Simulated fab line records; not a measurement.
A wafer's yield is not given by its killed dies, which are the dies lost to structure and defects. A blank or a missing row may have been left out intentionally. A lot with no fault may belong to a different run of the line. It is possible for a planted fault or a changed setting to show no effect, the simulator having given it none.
Chamber matching :: flow nand harc :: 4 sister chambers for NHARC_P_BONDPAD_CMP_19 on cmp-02
The step polishes, t overpolish 30 s, cu recess touch 16 s, target thk 160.81 nm. 14 wafers are shown with their chamber, then 7 later ones without.

EACH WAFER AND ITS CHAMBER
wafer: L079.1
chamber: 0
motor current A (A): 13.8
slurry flow ml min: 149.2
slurry filter dp kPa (kPa): 13.51

wafer: L079.2
chamber: 1
motor current A (A): 10.5
slurry flow ml min: 150.4
slurry filter dp kPa (kPa): 13.33

wafer: L079.6
chamber: 3
motor current A (A): 12.7
slurry flow ml min: 149.3
slurry filter dp kPa (kPa): 13.42

wafer: L080.3
chamber: 2
motor current A (A): 11.3
slurry flow ml min: 149.6
slurry filter dp kPa (kPa): 13.66

wafer: L080.5
chamber: 3
motor current A (A): 11.9
slurry flow ml min: 149.8
slurry filter dp kPa (kPa): 13.61

wafer: L080.6
chamber: 0
motor current A (A): 14.0
slurry flow ml min: 149.1
slurry filter dp kPa (kPa): 13.51

wafer: L082.4
chamber: 3
motor current A (A): 12.3
slurry flow ml min: 150.2
slurry filter dp kPa (kPa): 13.47

wafer: L082.5
chamber: 2
motor current A (A): 11.5
slurry flow ml min: 150.2
slurry filter dp kPa (kPa): 13.31

wafer: L082.6
chamber: 3
motor current A (A): 12.6
slurry flow ml min: 150.0
slurry filter dp kPa (kPa): 13.76

wafer: L085.2
chamber: 0
motor current A (A): 13.3
slurry flow ml min: 149.9
slurry filter dp kPa (kPa): 13.70

wafer: L085.4
chamber: 3
motor current A (A): 12.4
slurry flow ml min: 150.5
slurry filter dp kPa (kPa): 13.59

wafer: L085.6
chamber: 3
motor current A (A): 12.3
slurry flow ml min: 150.9
slurry filter dp kPa (kPa): 13.46

wafer: L088.1
chamber: 2
motor current A (A): 11.0
slurry flow ml min: 150.0
slurry filter dp kPa (kPa): 13.49

wafer: L088.3
chamber: 1
motor current A (A): 10.8
slurry flow ml min: 150.3
slurry filter dp kPa (kPa): 13.43

SIGNATURES (means of the wafers above)
reading: motor current A
chamber 0: 13.700
chamber 1: 10.650
chamber 2: 11.267
chamber 3: 12.367
scatter within a chamber: 0.287

reading: slurry flow ml min
chamber 0: 149.400
chamber 1: 150.350
chamber 2: 149.933
chamber 3: 150.117
scatter within a chamber: 0.46

reading: slurry filter dp kPa
chamber 0: 13.5733
chamber 1: 13.3800
chamber 2: 13.4867
chamber 3: 13.5517
scatter within a chamber: 0.131
Rule: for a wafer and a chamber, the distance is found by dividing, reading by reading, the gap between the wafer's reading and the chamber's mean by the reading's scatter, squaring, summing and taking the root. The wafer belongs to the nearest chamber; if the next one is less than 2 further off, it can't be placed. The scatter: the root of (the sum of the squares of (reading less its chamber's mean) over the shown wafers, divided by (wafers less chambers)).

WAFERS MISSING THEIR CHAMBER
wafer: L088.6
motor current A (A): 13.1
slurry flow ml min: 149.3
slurry filter dp kPa (kPa): 13.28

wafer: L093.1
motor current A (A): 11.7
slurry flow ml min: 149.7
slurry filter dp kPa (kPa): 13.55

wafer: L093.3
motor current A (A): 10.2
slurry flow ml min: 149.9
slurry filter dp kPa (kPa): 13.29

wafer: L093.4
motor current A (A): 12.3
slurry flow ml min: 150.4
slurry filter dp kPa (kPa): 13.51

wafer: L097.1
motor current A (A): 12.8
slurry flow ml min: 150.1
slurry filter dp kPa (kPa): 13.59

wafer: L097.2
motor current A (A): 10.1
slurry flow ml min: 150.0
slurry filter dp kPa (kPa): 13.27

wafer: L097.4
motor current A (A): 13.4
slurry flow ml min: 150.7
slurry filter dp kPa (kPa): 13.52

CHAMBER TAKEN BY EACH
wafer: L088.6
from the rows above: can't be placed: 0 or 3
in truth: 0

wafer: L093.1
from the rows above: can't be placed: 2 or 3
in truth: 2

wafer: L093.3
from the rows above: 1
in truth: 1

wafer: L093.4
from the rows above: 3
in truth: 3

wafer: L097.1
from the rows above: can't be placed: 3 or 0
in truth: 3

wafer: L097.2
from the rows above: 1
in truth: 1

wafer: L097.4
from the rows above: can't be placed: 0 or 3
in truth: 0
Correctly placed: 3 of 7. From these rows, 4 cannot be placed; in 4 the true chamber is one of the candidates. Placed wrongly: 0.
